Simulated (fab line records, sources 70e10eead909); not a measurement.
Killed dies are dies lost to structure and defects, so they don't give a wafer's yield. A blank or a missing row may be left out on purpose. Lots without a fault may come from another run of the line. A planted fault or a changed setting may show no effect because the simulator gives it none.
Chamber matching | flow nand_harc | NHARC_A_STAIRCASE_ALD_420 on ald_hk-02: 4 sister chambers
The step deposits SiO2, target thk 20 nm, pulse time 6 s, ald cycles 200. 4 wafers are shown with their chamber, then 9 later ones without.

WAFERS WITH THEIR CHAMBER
wafer  | chamber | heater_power_w (W)
L089.2 | 0       | 486
L092.1 | 1       | 427
L092.3 | 2       | 479
L092.4 | 3       | 440

WAFERS WITHOUT THEIR CHAMBER
wafer  | heater_power_w (W)
L095.1 | 467
L095.3 | 423
L095.5 | 425
L094.1 | 494
L094.3 | 433
L094.4 | 423
L096.1 | 476
L096.3 | 438
L096.4 | 430

WHICH CHAMBER EACH WENT THROUGH
wafer  | from the rows above     | in truth
L095.1 | can't be placed: 2 or 0 | 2
L095.3 | 1                       | 1
L095.5 | 1                       | 1
L094.1 | can't be placed: 0 or 2 | 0
L094.3 | can't be placed: 1 or 3 | 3
L094.4 | 1                       | 1
L096.1 | can't be placed: 2 or 0 | 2
L096.3 | can't be placed: 3 or 1 | 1
L096.4 | can't be placed: 1 or 3 | 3
Placed correctly: 3 of 9. Can't be placed from these rows: 6 (the true chamber is among the candidates in 6). Placed wrongly: 0.
How it was worked out, from the rows above alone: a wafer's distance from a chamber is the root of the sum, over the readings, of the square of ((its reading less the chamber's mean) divided by the reading's scatter). The wafer belongs to the nearest chamber; if the next one is less than 2 further off, it can't be placed. A chamber's mean is the mean of its shown wafers. The scatter: with one shown wafer a chamber, the root of the mean of the squares of how far each hidden wafer lies from its nearest shown one.
